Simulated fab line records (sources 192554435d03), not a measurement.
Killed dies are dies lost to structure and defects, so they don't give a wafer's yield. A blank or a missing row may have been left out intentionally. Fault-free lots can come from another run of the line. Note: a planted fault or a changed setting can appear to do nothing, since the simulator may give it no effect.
fab line records	flow n5Finfet
record lots=7	wafers=21	lastDay=17
route steps=1938 shown BEOL_M4@1028
lots that met no fault: taken from a fault-free run of the same line
startH: hours from the record's opening day to when the first of the lot's shown wafers began	waitH: hours elapsed since this lot's preceding step	" identical to the entry in the row above	L1.1+2: a row that stands for several wafers	- no value, or no start given	* or withheld: withheld	< > ~ a bound
route shown NAME@n: names a module that has steps shown in the file, with the first one's number in the route	usual: mean and standard deviation over wafers with no fault	same: alike in all rows	chamber/n: place in a boat	sites: each site's reading	_std_site: the standard deviation of these	_edge_site: the outer-site mean with the inner-site mean subtracted	radiusMm: how far each site lies from the wafer's centre	mask NAME#n: copy n	behind: the tool/chamber that last shaped the wafer	hold: what put the lot on hold/how long, in hours/how the hold closed	device: which transistor (n, p or np) failed to switch	end of line: the route-end tests of the same wafers	step lacking rows: just its recipe	killed: not the wafer's yield, but the dies lost to structure and defects at the first sort	map: the dies of a wafer, with x for killed, . for not killed, _ for no die there
set.NAME: the setting that was run; set.NAME@STEP: the one run at that earlier step	model.NAME: the simulator's own value behind a step, which no gauge read
a table for each step, a row for each wafer; lots at some steps of the route
services: the hour from which a tool's chamber was out of use, counted from the record's first day as startH (under 0 if before that day), plus the number of hours and why
## steps
# step N5_BEOL_M4_COAT_05
# recipe resist=CAR-EUV	spinRpm=1500	resistThkNm=30
# step N5_BEOL_M4_EBR_07
# recipe solvent=PGMEA	ebrWidthMm=1.5
# step N5_BEOL_M4_SOFTBAKE_06
# recipe tempC=110	timeS=60	resist=CAR-EUV
# step N5_BEOL_M4_EXPOSE_08
# recipe maskId=M4	na=0.33	sourceShape=dipole	sigmaInner=0.369	sigmaOuter=0.767	polarization=unpolarized	doseMj=41.25
# step N5_BEOL_M4_PEB_09
# recipe pebTempC=100	pebTimeS=60	resist=CAR-EUV
# step N5_BEOL_M4_DEVELOP_10
# recipe developTimeS=30	developer=TMAH	resist=CAR-EUV	rinseLiquid=surfactantRinse	dry=airSpin	devTempC=23
# step N5_BEOL_M4_CD_MEAS_11
# recipe targetCdNm=16.79	landingEnergyEv=500	detector=seInlens	polarity=opening
# usual cdNm=16.70/0.21
lot.wafer	tool	chamber	startH	waitH	cdNm
L641.1	cdSem-01	0	200.78	-	16.72
L641.4	"	0	"	"	16.60
L641.5	"	0	"	"	16.49
L640.3	cdSem-01	0	201.71	-	16.43
L640.4	"	0	"	"	16.49
L640.6	"	0	"	"	16.64
L642.1	cdSem-01	0	202.54	-	16.78
L642.4	"	0	"	"	16.68
L642.6	"	0	"	"	16.46
L650.1	cdSem-03	0	244.25	-	16.81
L650.2	"	0	"	"	16.69
L650.4	"	0	"	"	16.79
L651.4	cdSem-03	0	252.19	-	16.81
L651.5	"	0	"	"	16.32
L651.6	"	0	"	"	16.34
L656.2	cdSem-03	0	294.13	-	16.73
L656.3	"	0	"	"	16.66
L656.6	"	0	"	"	16.44
L658.2	cdSem-02	0	296.55	-	16.83
L658.5	"	0	"	"	16.85
L658.6	"	0	"	"	16.72
# step N5_BEOL_M4_OVL_MEAS_12
# recipe pointsPerWafer=522
# usual M4_OVL=-0.3/0.59
lot.wafer	tool	chamber	startH	waitH	M4_OVL[nm]
L641.1	overlay-01	0	200.81	0.0	0.0
L641.4	"	0	"	"	0.0
L641.5	"	0	"	"	-0.4
L640.3	overlay-02	0	201.75	0.0	-1.4
L640.4	"	0	"	"	-0.7
L640.6	"	0	"	"	-0.8
L642.1	overlay-02	0	202.57	0.0	0.3
L642.4	"	0	"	"	0.0
L642.6	"	0	"	"	-0.9
L650.1	overlay-01	0	244.28	0.0	-1.0
L650.2	"	0	"	"	-0.9
L650.4	"	0	"	"	-0.4
L651.4	overlay-01	0	252.24	0.0	-0.4
L651.5	"	0	"	"	-1.1
L651.6	"	0	"	"	-0.7
L656.2	overlay-02	0	294.17	0.0	0.3
L656.3	"	0	"	"	0.4
L656.6	"	0	"	"	-0.4
L658.2	overlay-01	0	296.59	0.0	-0.4
L658.5	"	0	"	"	0.3
L658.6	"	0	"	"	-0.3
# step N5_BEOL_M4_INSPECT_13
# recipe mode=adi	inspectInstrument=brightfield
# usual rawDefectCount=422/110
lot.wafer	tool	chamber	startH	waitH	rawDefectCount
L641.1	defectInspect-01	-	200.88	0.1	385
L641.4	"	-	"	"	394
L641.5	"	-	"	"	464
L640.3	defectInspect-02	-	201.79	0.0	314
L640.4	"	-	"	"	410
L640.6	"	-	"	"	291
L642.1	defectInspect-02	-	202.63	0.1	347
L642.4	"	-	"	"	306
L642.6	"	-	"	"	352
L650.1	defectInspect-02	-	244.33	0.1	497
L650.2	"	-	"	"	663
L650.4	"	-	"	"	726
L651.4	defectInspect-01	-	252.28	0.0	410
L651.5	"	-	"	"	343
L651.6	"	-	"	"	437
L656.2	defectInspect-01	-	294.23	0.1	474
L656.3	"	-	"	"	487
L656.6	"	-	"	"	424
L658.2	defectInspect-02	-	296.64	0.0	307
L658.5	"	-	"	"	419
L658.6	"	-	"	"	474
# step N5_BEOL_M4_DESCUM_16
# recipe chemistry=O2	timeS=7	sourcePowerW=50	biasPowerW=20	pressureMtorr=20	rfFrequencyHz=2.712e+07	tempC=40	resist=CAR-EUV	o2FlowSccm=225
# usual drypumpMotorCurrentA=5.8/0.55	oesProductAu=0.78/0.067	rfVppV=242.8/1.2	showerheadPlenumPTorr=2.08/0.057	throttleValvePct=20.51/0.28
lot.wafer	tool	chamber	startH	waitH	drypumpMotorCurrentA	oesProductAu	rfHoursCounterH	rfVppV	showerheadPlenumPTorr	throttleValvePct
L641.1	rieDiel-01	2	200.92	0.0	5.1	0.79	101	241.8	2.03	20.47
L641.4	"	3	"	"	6.2	0.81	69	243.3	2.11	19.95
L641.5	"	0	"	"	5.3	0.85	-	244.4	2.12	20.42
L640.3	rieDiel-01	1	202.00	0.2	5.5	0.80	79	242.8	2.14	20.42
L640.4	"	3	"	"	6.3	0.81	69	243.7	2.11	19.94
L640.6	"	0	"	"	5.3	0.85	-	243.2	2.12	20.40
L642.1	rieDiel-02	1	202.67	0.0	6.6	0.72	172	242.3	2.08	20.65
L642.4	"	0	"	"	5.6	0.71	247	242.7	2.16	20.83
L642.6	"	1	"	"	6.6	0.72	-	243.6	2.08	20.65
L650.1	rieDiel-02	0	244.37	0.0	5.6	0.92	7	244.3	2.16	20.47
L650.2	"	3	"	"	5.0	0.71	205	242.0	2.05	20.76
L650.4	"	2	"	"	5.8	0.73	200	243.5	2.16	20.47
L651.4	rieDiel-01	1	252.67	0.4	5.5	0.79	94	244.2	2.14	20.46
L651.5	"	0	"	"	5.3	0.83	-	241.6	2.12	20.43
L651.6	"	1	"	"	5.4	0.79	-	243.3	2.14	20.46
L656.2	rieDiel-02	1	294.26	0.0	6.6	0.70	209	242.0	2.07	20.71
L656.3	"	2	"	"	5.8	0.72	219	243.0	2.16	20.50
L656.6	"	0	"	"	5.6	0.89	-	246.3	2.15	20.50
L658.2	rieDiel-02	1	296.67	0.0	6.6	0.70	211	241.5	2.07	20.71
L658.5	"	3	"	"	5.0	0.71	-	243.1	2.05	20.78
L658.6	"	2	"	"	5.8	0.73	-	242.8	2.15	20.50
# step N5_BEOL_M4_ETCH_74
# recipe chemistry=N2/H2	target=underlayer	targetDepthA=65	maskMaterial=CAR-EUV	timeS=5.2	ionEnergyEv=200	pressureMtorr=30	sourceW=840	biasW=150	n2FlowSccm=200	h2FlowSccm=200	ends=cleared
# usual biasW=150.0/0.49	chamberPressureMTorr=30.00/0.04	drypumpMotorCurrentA=5.8/0.55	etchRfOnTimeS=5.22/0.11	oesProductAu=0.66/0.055	rfVppV=523.3/2.3	showerheadPlenumPTorr=2.52/0.068	throttleValvePct=17.9/0.3
lot.wafer	tool	chamber	startH	waitH	biasW	chamberPressureMTorr	drypumpMotorCurrentA	etchRfOnTimeS	oesProductAu	rfHoursCounterH	rfVppV	showerheadPlenumPTorr	throttleValvePct
L641.1	rieDiel-01	2	200.95	0.0	149.9	29.96	5.2	5.25	0.67	101	520.9	2.46	17.8
L641.4	"	3	"	"	149.7	30.02	6.2	5.41	0.68	69	523.5	2.59	17.5
L641.5	"	0	"	"	149.1	29.97	5.3	5.35	0.71	-	524.9	2.55	17.6
L640.3	rieDiel-01	1	202.04	0.0	149.3	30.02	5.4	5.32	0.68	79	524.8	2.58	17.6
L640.4	"	3	"	"	150.8	29.97	6.2	5.38	0.66	69	524.7	2.59	17.5
L640.6	"	0	"	"	150.1	30.06	5.3	5.30	0.71	-	526.4	2.55	17.6
L642.1	rieDiel-02	1	202.70	0.0	149.6	30.01	6.6	5.19	0.61	172	523.1	2.54	18.2
L642.4	"	0	"	"	149.5	30.03	5.6	5.34	0.60	247	527.0	2.62	18.3
L642.6	"	1	"	"	150.0	29.92	6.6	5.19	0.61	-	523.5	2.54	18.2
L650.1	rieDiel-02	0	244.40	0.0	149.5	30.02	5.6	5.36	0.77	7	524.5	2.62	17.9
L650.2	"	3	"	"	150.0	30.03	5.0	5.09	0.61	205	521.9	2.53	18.4
L650.4	"	2	"	"	149.9	30.04	5.8	5.05	0.64	200	523.8	2.62	17.8
L651.4	rieDiel-01	1	252.71	0.0	150.3	30.01	5.4	5.23	0.67	94	525.0	2.57	17.7
L651.5	"	0	"	"	149.6	30.13	5.3	5.22	0.70	-	526.4	2.55	17.6
L651.6	"	1	"	"	150.4	29.95	5.4	5.24	0.67	-	525.3	2.57	17.7
L656.2	rieDiel-02	1	294.30	0.0	150.0	29.95	6.6	5.09	0.59	209	522.0	2.52	18.3
L656.3	"	2	"	"	149.4	30.02	5.8	5.02	0.63	219	525.7	2.62	17.9
L656.6	"	0	"	"	150.5	30.00	5.6	5.35	0.74	-	524.4	2.61	17.9
L658.2	rieDiel-02	1	296.71	0.0	150.1	30.03	6.6	5.16	0.58	211	524.3	2.52	18.3
L658.5	"	3	"	"	150.8	30.04	5.0	5.02	0.59	-	522.5	2.52	18.5
L658.6	"	2	"	"	150.1	29.96	5.8	5.09	0.62	-	525.6	2.61	17.9
# step N5_BEOL_M4_ETCH_63
# recipe chemistry=CF4	target=SiARC	targetDepthA=156	maskMaterial=CAR-EUV	timeS=26	ionEnergyEv=80	pressureMtorr=40	sourceW=545	biasW=36	Ar_flow_sccm=100	cf4FlowSccm=100	ends=cleared
# usual biasW=36.01/0.11	cf4FlowSccm=99.99/0.3	drypumpMotorCurrentA=5.8/0.55	etchRfOnTimeS=26.0/0.51	oesProductAu=0.66/0.057	rfVppV=183.9/1.1	showerheadPlenumPTorr=2.12/0.054	throttleValvePct=15.68/0.29
lot.wafer	tool	chamber	startH	waitH	biasW	cf4FlowSccm	drypumpMotorCurrentA	etchRfOnTimeS	oesProductAu	rfHoursCounterH	rfVppV	showerheadPlenumPTorr	throttleValvePct
L641.1	rieDiel-01	2	200.97	0.0	36.11	101.02	5.1	26.2	0.66	101	183.2	2.07	15.60
L641.4	"	3	"	"	36.04	100.12	6.2	26.6	0.69	69	185.1	2.17	15.15
L641.5	"	0	"	"	36.15	100.15	5.3	26.3	0.72	-	185.2	2.17	15.55
L640.3	rieDiel-01	1	202.05	0.0	35.91	100.09	5.4	26.4	0.69	79	184.6	2.17	15.48
L640.4	"	3	"	"	35.94	100.34	6.2	26.6	0.68	69	185.1	2.17	15.15
L640.6	"	0	"	"	35.80	100.14	5.3	26.5	0.72	-	185.3	2.17	15.57
L642.1	rieDiel-02	1	202.72	0.0	36.12	100.30	6.6	25.9	0.61	172	183.3	2.13	15.87
L642.4	"	0	"	"	35.79	100.34	5.6	26.9	0.60	247	185.3	2.20	15.97
L642.6	"	1	"	"	36.12	100.13	6.6	25.8	0.61	-	183.7	2.13	15.88
L650.1	rieDiel-02	0	244.42	0.0	36.07	100.05	5.6	26.3	0.79	7	185.1	2.19	15.50
L650.2	"	3	"	"	36.01	100.05	5.0	25.3	0.61	205	183.9	2.13	16.14
L650.4	"	2	"	"	36.15	99.48	5.9	25.6	0.63	200	184.7	2.20	15.66
L651.4	rieDiel-01	1	252.72	0.0	35.93	100.31	5.4	26.1	0.67	94	184.2	2.17	15.54
L651.5	"	0	"	"	36.03	100.24	5.3	26.3	0.72	-	183.8	2.16	15.59
L651.6	"	1	"	"	36.17	100.49	5.4	26.1	0.67	-	184.0	2.17	15.52
L656.2	rieDiel-02	1	294.31	0.0	36.04	99.89	6.6	25.9	0.59	209	184.9	2.12	15.94
L656.3	"	2	"	"	36.11	99.94	5.8	25.7	0.61	219	185.3	2.20	15.70
L656.6	"	0	"	"	36.13	99.86	5.6	26.7	0.73	-	183.5	2.19	15.53
L658.2	rieDiel-02	1	296.72	0.0	35.87	99.79	6.6	26.0	0.59	211	183.8	2.12	15.94
L658.5	"	3	"	"	36.32	99.65	5.0	25.6	0.60	-	184.5	2.12	16.17
L658.6	"	2	"	"	36.07	99.61	5.8	25.8	0.62	-	186.8	2.20	15.69
# step N5_BEOL_M4_ETCH_64
# recipe chemistry=N2/H2	target=SOC	targetDepthA=750	overetchA=225	maskMaterial=SiARC	tempC=40	timeS=121.9	ionEnergyEv=200	pressureMtorr=30	sourceW=840	biasW=150	n2FlowSccm=200	h2FlowSccm=200
# usual biasW=150.0/0.44	chamberPressureMTorr=29.998/0.025	drypumpMotorCurrentA=5.8/0.55	oesProductAu=0.59/0.049	rfVppV=523.3/2.1	showerheadPlenumPTorr=2.52/0.068	throttleValvePct=17.9/0.3
lot.wafer	tool	chamber	startH	waitH	biasW	chamberPressureMTorr	drypumpMotorCurrentA	oesProductAu	rfHoursCounterH	rfVppV	showerheadPlenumPTorr	throttleValvePct	model.CAR-EUV_of_BEOL_M4_COAT_05.thkNm	model.SiARC_of_BEOL_M4_COAT_62.thkNm	model.underlayer_of_BEOL_M4_COAT_73.thkNm
L641.1	rieDiel-01	2	201.00	0.0	-	-	-	-	-	-	-	-	11.4	12	5
L641.4	"	3	"	"	-	-	-	-	-	-	-	-	11.2	12	5
L641.5	"	0	"	"	-	-	-	-	-	-	-	-	11.2	12	5
L640.3	rieDiel-01	1	202.08	0.0	-	-	-	-	-	-	-	-	11	12	5
L640.4	"	3	"	"	-	-	-	-	-	-	-	-	11	12	5
L640.6	"	0	"	"	-	-	-	-	-	-	-	-	11	12	5
L642.1	rieDiel-02	1	202.75	0.0	-	-	-	-	-	-	-	-	11	12	5
L642.4	"	0	"	"	-	-	-	-	-	-	-	-	11	12	5
L642.6	"	1	"	"	-	-	-	-	-	-	-	-	11	12	5
L650.1	rieDiel-02	0	244.45	0.0	150.7	30.007	5.6	0.69	7	525.7	2.61	17.8	0	6.6	0
L650.2	"	3	"	"	149.8	30.023	5.0	0.54	205	523.6	2.53	18.4	0	6.4	0
L650.4	"	2	"	"	149.5	29.990	5.9	0.56	200	528.1	2.62	17.8	0	6.2	0
L651.4	rieDiel-01	1	252.75	0.0	150.1	29.980	5.4	0.61	94	524.7	2.57	17.6	0	6.4	0
L651.5	"	0	"	"	149.2	30.032	5.3	0.64	-	523.7	2.55	17.6	0	6.6	0
L651.6	"	1	"	"	150.5	29.990	5.5	0.60	-	524.8	2.57	17.6	0	6.4	0
L656.2	rieDiel-02	1	294.34	0.0	150.5	29.998	6.6	0.53	209	523.4	2.52	18.2	0	6.2	0
L656.3	"	2	"	"	149.9	29.971	5.9	0.55	219	525.2	2.62	17.8	0	6	0
L656.6	"	0	"	"	149.7	29.998	5.6	0.67	-	526.4	2.61	17.8	0	6.6	0
L658.2	rieDiel-02	1	296.75	0.0	150.4	29.976	6.6	0.53	211	524.1	2.52	18.2	0	6.2	0
L658.5	"	3	"	"	149.7	30.066	5.0	0.53	-	524.6	2.52	18.4	0	6.4	0
L658.6	"	2	"	"	150.2	30.010	5.8	0.55	-	527.6	2.61	17.8	0	6.2	0
# step N5_BEOL_M4_STRIP_65
# recipe chemistry=N2/H2	tempC=40	n2FlowSccm=200	h2FlowSccm=200	rfFrequencyHz=6e+07
# step N5_BEOL_M4_STRIP_75
# recipe chemistry=N2/H2	tempC=40	n2FlowSccm=200	h2FlowSccm=200	rfFrequencyHz=6e+07
# step N5_BEOL_M4_STRIP_66
# recipe chemistry=CF4	resist=SiARC	powerW=300	biasPowerW=75	pressureMtorr=50	cf4FlowSccm=150	rfFrequencyHz=6e+07
# usual cf4FlowSccm=150.0/0.43	drypumpMotorCurrentA=5.8/0.55	oesProductAu=0.77/0.065	rfVppV=270.9/1.3	showerheadPlenumPTorr=1.78/0.043	throttleValvePct=13.64/0.3
lot.wafer	tool	chamber	startH	waitH	cf4FlowSccm	drypumpMotorCurrentA	oesProductAu	rfHoursCounterH	rfVppV	showerheadPlenumPTorr	throttleValvePct
L641.1	rieDiel-01	2	201.13	0.0	150.6	5.2	0.78	101	269.2	1.74	13.56
L641.4	"	3	"	"	150.0	6.2	0.79	69	271.5	1.81	13.12
L641.5	"	0	"	"	150.0	5.3	0.84	-	272.3	1.80	13.47
L640.3	rieDiel-01	1	202.21	0.0	149.9	5.4	0.80	79	273.0	1.81	13.42
L640.4	"	3	"	"	149.7	6.2	0.79	69	270.5	1.81	13.11
L640.6	"	0	"	"	149.9	5.3	0.84	-	272.4	1.80	13.49
L642.1	rieDiel-02	1	202.88	0.0	150.0	6.6	0.71	172	271.1	1.78	13.82
L642.4	"	0	"	"	150.3	5.6	0.70	247	272.6	1.84	14.01
L642.6	"	1	"	"	150.2	6.6	0.70	-	271.4	1.78	13.84
L650.1	rieDiel-02	0	244.58	0.0	150.1	5.6	0.91	7	273.9	1.84	13.44
L650.2	"	3	"	"	150.0	5.0	0.70	205	270.5	1.79	14.10
L650.4	"	2	"	"	149.1	5.8	0.73	200	273.1	1.84	13.66
L651.4	rieDiel-01	1	252.88	0.0	150.9	5.4	0.78	94	271.9	1.80	13.43
L651.5	"	0	"	"	150.5	5.3	0.82	-	271.1	1.80	13.50
L651.6	"	1	"	"	150.2	5.4	0.78	-	270.3	1.80	13.45
L656.2	rieDiel-02	1	294.48	0.0	150.4	6.6	0.68	209	270.1	1.77	13.90
L656.3	"	2	"	"	149.8	5.8	0.71	219	272.9	1.83	13.69
L656.6	"	0	"	"	150.5	5.6	0.87	-	274.2	1.84	13.46
L658.2	rieDiel-02	1	296.88	0.0	150.2	6.6	0.68	211	269.6	1.77	13.92
L658.5	"	3	"	"	149.8	5.0	0.69	-	270.6	1.78	14.15
L658.6	"	2	"	"	149.9	5.8	0.71	-	272.8	1.83	13.70
# step N5_BEOL_M4_HM_OPEN_17
# recipe chemistry=Cl2/BCl3	targetDepthA=200	overetchA=60	target=TiN	maskMaterial=SOC	ionEnergyEv=150	pressureMtorr=10	icpW=1000	biasW=126	Cl2_flow_sccm=53.25	bcl3FlowSccm=21.75	Ar_flow_sccm=25
# usual drypumpMotorCurrentA=5.6/0.38	oesProductAu=0.66/0.098	throttleValvePct=22.18/0.23
lot.wafer	tool	chamber	startH	waitH	drypumpMotorCurrentA	oesProductAu	rfHoursCounterH	throttleValvePct
L641.1	rieMetal-02	1	201.17	0.0	5.7	0.24	114	22.91
L641.4	"	1	"	"	5.7	0.24	-	22.89
L641.5	"	1	"	"	5.7	0.24	-	22.90
L640.3	rieMetal-02	1	202.28	0.1	5.7	0.24	-	22.91
L640.4	"	0	"	"	4.9	0.25	-	22.61
L640.6	"	0	"	"	4.9	0.25	-	22.63
L642.1	rieMetal-02	1	202.92	0.0	5.7	0.24	114	22.92
L642.4	"	1	"	"	5.7	0.25	-	22.90
L642.6	"	0	"	"	4.9	0.26	-	22.62
L650.1	rieMetal-01	0	244.62	0.0	6.1	0.75	14	21.91
L650.2	"	1	"	"	5.7	0.73	21	22.47
L650.4	"	0	"	"	6.1	0.75	-	21.92
L651.4	rieMetal-03	1	252.96	0.1	5.6	0.59	-	22.47
L651.5	"	1	"	"	5.6	0.59	-	22.48
L651.6	"	0	"	"	5.9	0.82	-	21.95
L656.2	rieMetal-01	0	294.52	0.0	6.1	0.74	19	21.91
L656.3	"	1	"	"	5.7	0.72	-	22.48
L656.6	"	1	"	"	5.7	0.73	-	22.48
L658.2	rieMetal-01	0	296.93	0.0	6.1	0.74	19	21.94
L658.5	"	1	"	"	5.7	0.72	-	22.49
L658.6	"	0	"	"	6.1	0.73	-	21.95
# step N5_BEOL_M4_STRIP_19
# recipe chemistry=O2	powerW=400	tempC=40	pressureMtorr=30	rfFrequencyHz=6e+07	biasPowerW=0	overashFraction=0.2	o2FlowSccm=225
# usual drypumpMotorCurrentA=5.8/0.57	oesProductAu=0.77/0.068	rfVppV=3.6/0.53	showerheadPlenumPTorr=2.08/0.059	throttleValvePct=16.80/0.29
lot.wafer	tool	chamber	startH	waitH	drypumpMotorCurrentA	oesProductAu	rfHoursCounterH	rfVppV	showerheadPlenumPTorr	throttleValvePct
L641.1	rieDiel-02	1	201.28	0.1	6.6	0.73	171	4.0	2.08	16.91
L641.4	"	2	"	"	5.9	0.75	182	3.4	2.17	16.70
L641.5	"	1	"	"	6.6	0.72	-	3.2	2.08	16.91
L640.3	rieDiel-04	1	202.38	0.1	6.0	0.71	225	3.7	2.09	17.19
L640.4	"	2	"	"	6.2	0.88	54	3.7	2.03	16.36
L640.6	"	1	"	"	6.0	0.71	-	3.2	2.09	17.19
L642.1	rieDiel-01	1	203.05	0.1	5.4	0.81	79	4.6	2.15	16.68
L642.4	"	0	"	"	5.3	0.85	56	2.7	2.13	16.66
L642.6	"	3	"	"	6.3	0.81	-	3.5	2.12	16.17
L650.1	rieDiel-02	3	244.73	0.1	5.0	0.71	205	3.5	2.06	17.05
L650.2	"	1	"	"	6.6	0.71	189	3.7	2.08	16.94
L650.4	"	2	"	"	5.9	0.74	200	4.7	2.17	16.74
L651.4	rieDiel-02	1	253.07	0.1	6.6	0.71	192	3.0	2.08	16.94
L651.5	"	1	"	"	6.6	0.71	-	3.7	2.08	16.94
L651.6	"	2	"	"	5.8	0.73	-	3.2	2.16	16.73
L656.2	rieDiel-04	3	294.63	0.1	5.3	0.73	209	3.3	2.00	16.97
L656.3	"	1	"	"	6.0	0.99	2	3.6	2.08	16.79
L656.6	"	3	"	"	5.3	0.72	-	3.6	2.00	16.97
L658.2	rieDiel-04	1	297.20	0.2	6.0	0.99	3	2.4	2.08	16.79
L658.5	"	0	"	"	6.8	0.68	-	5.1	1.98	17.17
L658.6	"	3	"	"	5.3	0.73	-	3.7	2.00	16.97
# step N5_BEOL_M4_CD_MEAS_18
# recipe pitchNm=36	targetCdNm=18
# usual cdNm=18.0/0.33
lot.wafer	tool	chamber	startH	waitH	cdNm
L641.1	cdSem-03	-	201.35	0.0	-
L641.4	"	-	"	"	-
L641.5	"	-	"	"	-
L640.3	cdSem-03	-	202.46	0.1	-
L640.4	"	-	"	"	-
L640.6	"	-	"	"	-
L642.1	cdSem-03	-	203.12	0.0	-
L642.4	"	-	"	"	-
L642.6	"	-	"	"	-
L650.1	cdSem-03	-	244.80	0.0	18.3
L650.2	"	-	"	"	18.4
L650.4	"	-	"	"	18.5
L651.4	cdSem-03	-	253.14	0.1	17.6
L651.5	"	-	"	"	18.3
L651.6	"	-	"	"	17.3
L656.2	cdSem-03	-	294.70	0.1	18.1
L656.3	"	-	"	"	17.9
L656.6	"	-	"	"	17.4
L658.2	cdSem-02	-	297.27	0.1	18.4
L658.5	"	-	"	"	18.0
L658.6	"	-	"	"	18.1
# step N5_BEOL_M4_COAT_67
# recipe resist=SOC	tempC=250	timeS=60	spinRpm=1500	resistThkNm=60
# step N5_BEOL_M4_RC_MEAS_101
# usual DIBL_N=36.4/1.7	DIBL_P=36.4/2.1	IOFF_N=0.16/0.035	IOFF_P=0.21/0.035	ION_N=680/11	ION_P=465/6.8	SS_N=71.5/0.58	SS_P=73.2/0.72	VT_N=249/3.6	VT_P=-250/3.1
lot.wafer	tool	chamber	startH	waitH	DIBL_N[mV/V]	DIBL_P[mV/V]	IOFF_N[nA/um]	IOFF_P[nA/um]	ION_N[uA/um]	ION_P[uA/um]	SS_N[mV/dec]	SS_P[mV/dec]	VT_N[mV]	VT_P[mV]
L650.1	prober-01	0	256.36	0.0	38.0	39.4	0.18	0.23	689	468	71.3	74.0	247	-252
L650.2	"	0	"	"	36.8	37.1	0.15	0.18	663	451	71.1	73.1	253	-254
L650.4	"	0	"	"	35.9	36.7	0.14	0.18	674	464	70.7	73.3	251	-253
L651.4	prober-02	0	261.21	0.5	31.2	31.1	0.10	0.14	662	459	70.3	71.5	254	-257
L651.5	"	0	"	"	33.8	34.0	0.12	0.16	668	455	70.9	72.2	253	-256
L651.6	"	0	"	"	33.3	34.3	0.13	0.17	671	464	70.7	72.3	251	-252
L656.2	prober-01	0	302.55	0.2	37.1	37.9	0.21	0.21	674	452	72.1	74.1	248	-253
L656.3	"	0	"	"	39.2	40.1	0.27	0.26	705	470	73.0	74.4	239	-249
L656.6	"	0	"	"	37.0	37.6	0.20	0.21	678	457	72.6	73.2	247	-251
L658.2	prober-01	0	306.27	0.7	37.3	36.7	0.16	0.23	682	467	71.7	72.8	249	-247
L658.5	"	0	"	"	35.5	34.1	0.14	0.19	683	469	71.3	73.1	252	-251
L658.6	"	0	"	"	37.7	37.6	0.17	0.25	686	471	71.9	73.9	249	-247
## services
tool	chamber	startH	hours	kind
rieMetal-03	0	202.61	15.0	repair
rieDiel-02	0	211.43	-	clean
rieDiel-02	0	211.43	-	consumableReplace:focusRing
rieDiel-02	0	211.43	15.1	scheduledDown
rieDiel-02	0	211.43	15.1	ventCycle
rieDiel-01	-	226.88	11.4	repair
rieDiel-02	0	269.78	9.7	repair
rieDiel-01	-	271.78	1.1	repair
rieDiel-04	1	272.31	-	clean
rieDiel-04	1	272.31	-	consumableReplace:focusRing
rieDiel-04	1	272.31	14.9	scheduledDown
rieDiel-04	1	272.31	14.9	ventCycle
rieMetal-02	1	276.70	-	clean
rieMetal-02	1	276.70	22.4	scheduledDown
rieMetal-02	1	276.70	22.4	ventCycle
## key
firstSign step=N5_BEOL_M4_ETCH_64	reading=toolRecord	direction=missing
effect step=N5_BEOL_M4_HM_OPEN_17	reading=oesProductAu	direction=down	sigmas=4.2	usual=0.66	struck=0.25
effect step=N5_BEOL_M4_CD_MEAS_18	reading=cdNm	direction=missing
modelEffect step=N5_BEOL_M4_ETCH_64	value=CAR-EUV_of_BEOL_M4_COAT_05.thkNm	without=0	struck=11.09
metAt N5_BEOL_M4_ETCH_64
struckWafers L640.3,L640.4,L640.6,L641.1,L641.4,L641.5,L642.1,L642.4,L642.6
laterRowsLeftOut L640.3,L640.4,L640.6,L641.1,L641.4,L641.5,L642.1,L642.4,L642.6
sortLeftOut L640.3,L640.4,L640.6,L641.1,L641.4,L641.5,L642.1,L642.4,L642.6
fault kind=skippedStepWhole	tool=rieDiel-01,rieDiel-02	chamber=-	onsetH=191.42	steps=N5_BEOL_M4_ETCH_64	scope=struckLotsOnly
# sortLeftOut: the simulated sort isn't trusted on such a fault, so these wafers' sort isn't shown, and their yield isn't known
# laterRowsLeftOut: the simulator's readings of these wafers behind a module that went badly wrong aren't trusted and aren't shown, but for the sort
